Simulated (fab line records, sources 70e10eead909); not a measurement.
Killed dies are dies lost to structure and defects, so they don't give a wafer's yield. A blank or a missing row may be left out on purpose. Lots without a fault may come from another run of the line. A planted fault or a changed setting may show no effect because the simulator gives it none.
Chamber matching | flow nand_harc | NHARC_P_GATE_DESCUM_13 on rie_diel-10: 4 sister chambers
The step chemistry O2, time 3 s. 16 wafers are shown with their chamber, then 8 later ones without.

WAFERS WITH THEIR CHAMBER
wafer  | chamber | showerhead_plenum_p_Torr (Torr) | drypump_motor_current_A (A) | oes_product_au (a.u.)
L637.1 | 0       | 2.04                            | 5.32                        | 0.999
L637.2 | 1       | 1.92                            | 5.64                        | 0.999
L637.6 | 0       | 2.04                            | 5.29                        | 0.989
L638.1 | 1       | 1.92                            | 5.66                        | 1.022
L638.2 | 0       | 2.04                            | 5.32                        | 1.016
L638.5 | 3       | 2.05                            | 5.90                        | 0.999
L641.2 | 3       | 2.05                            | 5.88                        | 0.984
L641.3 | 2       | 1.99                            | 6.08                        | 1.001
L641.6 | 1       | 1.92                            | 5.62                        | 0.996
L645.3 | 2       | 1.99                            | 6.09                        | 1.006
L645.5 | 2       | 1.99                            | 6.08                        | 1.005
L645.6 | 1       | 1.92                            | 5.60                        | 1.018
L649.2 | 0       | 2.03                            | 5.32                        | 0.993
L649.4 | 1       | 1.92                            | 5.63                        | 1.003
L649.5 | 0       | 2.03                            | 5.32                        | 1.002
L654.1 | 2       | 1.98                            | 6.02                        | 1.007

SIGNATURES (means of the wafers above)
reading                  | chamber 0 | chamber 1 | chamber 2 | chamber 3 | scatter within a chamber
showerhead_plenum_p_Torr | 2.0360    | 1.9200    | 1.9875    | 2.0500    | 0.00403
drypump_motor_current_A  | 5.3140    | 5.6300    | 6.0675    | 5.8900    | 0.0224
oes_product_au           | 0.99980   | 1.00760   | 1.00475   | 0.99150   | 0.00961
Rule: a wafer's distance from a chamber is the root of the sum, over the readings, of the square of ((its reading less the chamber's mean) divided by the reading's scatter). The wafer belongs to the nearest chamber; if the next one is less than 2 further off, it can't be placed. The scatter: the root of (the sum of the squares of (reading less its chamber's mean) over the shown wafers, divided by (wafers less chambers)).

WAFERS WITHOUT THEIR CHAMBER
wafer  | showerhead_plenum_p_Torr (Torr) | drypump_motor_current_A (A) | oes_product_au (a.u.)
L654.3 | 1.91                            | 5.66                        | 0.997
L654.4 | 2.05                            | 5.90                        | 0.997
L656.1 | 1.91                            | 5.65                        | 0.998
L656.2 | 2.05                            | 5.90                        | 0.982
L656.3 | 1.98                            | 6.05                        | 1.005
L657.2 | 1.91                            | 5.61                        | 1.016
L657.5 | 2.04                            | 5.88                        | 0.998
L657.6 | 1.98                            | 6.06                        | 1.001

WHICH CHAMBER EACH WENT THROUGH
wafer  | from the rows above | in truth
L654.3 | 1                   | 1
L654.4 | 3                   | 3
L656.1 | 1                   | 1
L656.2 | 3                   | 3
L656.3 | 2                   | 2
L657.2 | 1                   | 1
L657.5 | 3                   | 3
L657.6 | 2                   | 2
Placed correctly: 8 of 8. Can't be placed from these rows: 0. Placed wrongly: 0.
